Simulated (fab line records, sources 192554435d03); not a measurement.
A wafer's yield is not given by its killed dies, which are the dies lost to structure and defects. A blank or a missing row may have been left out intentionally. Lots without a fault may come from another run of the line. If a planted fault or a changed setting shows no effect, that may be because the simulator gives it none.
A single fault, viewed from 2 desks / flow n5-finfet / what lay behind the numbers comes last; until then each desk has only its own

## THE METROLOGY DESK
Lot by lot, what the gauges showed, no matter which tool ran the lot: averages of those sampled wafers that carry a number. Any lot whose mean is over 4 standard deviations away from the usual mean is out of limits and marked OUT; that distance is given in the brackets. Readings shown: 7 of its 10, picked as those furthest out on some lot.
Columns: A = DIBL_N at N5_BEOL_M4_RC_MEAS_101, usual 36.6 mV/V; B = DIBL_P at N5_BEOL_M4_RC_MEAS_101, usual 36.7 mV/V; C = IOFF_P at N5_BEOL_M4_RC_MEAS_101, usual 0.22 nA/um; D = ION_P at N5_BEOL_M4_RC_MEAS_101, usual 462 uA/um; E = SS_N at N5_BEOL_M4_RC_MEAS_101, usual 71.6 mV/dec; F = VT_N at N5_BEOL_M4_RC_MEAS_101, usual 250 mV; G = VT_P at N5_BEOL_M4_RC_MEAS_101, usual -250 mV
lot=L508; first seen here=day 9 10:38; A=38.2; B=36.7; C=0.22; D=462; E=72.2; F=249; G=-250
lot=L507; first seen here=day 9 11:10; A=36.6; B=37.4; C=0.27; D=470; E=70.7; F=248; G=-245
lot=L511; first seen here=day 9 15:41; A=34.8; B=34.7; C=0.16; D=448; E=71.1; F=255; G=-257
lot=L510; first seen here=day 9 21:14; A=35.8; B=36.6; C=0.20; D=465; E=71.2; F=252; G=-251
lot=L516; first seen here=day 11 09:17; A=36.7; B=37.4; C=0.22; D=463; E=71.3; F=250; G=-250
lot=L518; first seen here=day 11 14:56; A=34.2; B=35.9; C=0.20; D=462; E=71.6; F=251; G=-251
lot=L517; first seen here=day 11 17:17; A=34.0; B=33.1; C=0.17; D=451; E=71.6; F=255; G=-253
lot=L519; first seen here=day 11 17:41; A=38.5; B=37.3; C=0.28; D=463; E=72.3; F=250; G=-246
lot=L528; first seen here=day 14 14:19; A=36.3; B=35.2; C=0.22; D=466; E=71.4; F=250; G=-249
Finding of this desk: none of the 9 lots has anything out of limits.

## THE TOOL OWNER'S DESK: rie-diel-01
The tool's own readings at N5_BEOL_M7_ETCH_66 (etches SOC in N2/H2, target depth 80 nm, overetch 16 nm, time 120 s): means of the sampled wafers that have a number, for each lot that ran on this tool. Any lot whose mean is over 4 standard deviations away from the usual mean is out of limits and marked OUT; that distance is given in the brackets.
Columns: A = drypump-motor-current-A at N5_BEOL_M7_ETCH_66, usual 5.6 A; B = oes-product-au at N5_BEOL_M7_ETCH_66, usual 0.59 a.u.; C = rf-vpp-V at N5_BEOL_M7_ETCH_66, usual 523.6 V; D = showerhead-plenum-p-Torr at N5_BEOL_M7_ETCH_66, usual 2.54 Torr; E = throttle-valve-pct at N5_BEOL_M7_ETCH_66, usual 17.84 %
lot=L507; first seen here=day 10 12:30; A=6.1; B=0.58; C=522.8; D=2.51; E=17.80
lot=L516; first seen here=day 12 13:06; A=6.0; B=0.57; C=521.5; D=2.47; E=17.83
lot=L518; first seen here=day 12 15:49; A=6.1; B=0.58; C=523.8; D=2.55; E=17.74
lot=L519; first seen here=day 12 21:41; A=6.0; B=0.60; C=523.4; D=2.55; E=17.59
lot=L517; first seen here=day 13 01:14; A=5.8; B=0.55; C=523.9; D=2.54; E=17.93
Finding of this desk: none of the 5 lots has anything out of limits.

## ALL TOGETHER
Nothing out of limits was seen by the metrology desk.
The desk of the tool owner found nothing out of limits.

## WHAT HAD BEEN PUT IN BY THE SIMULATOR
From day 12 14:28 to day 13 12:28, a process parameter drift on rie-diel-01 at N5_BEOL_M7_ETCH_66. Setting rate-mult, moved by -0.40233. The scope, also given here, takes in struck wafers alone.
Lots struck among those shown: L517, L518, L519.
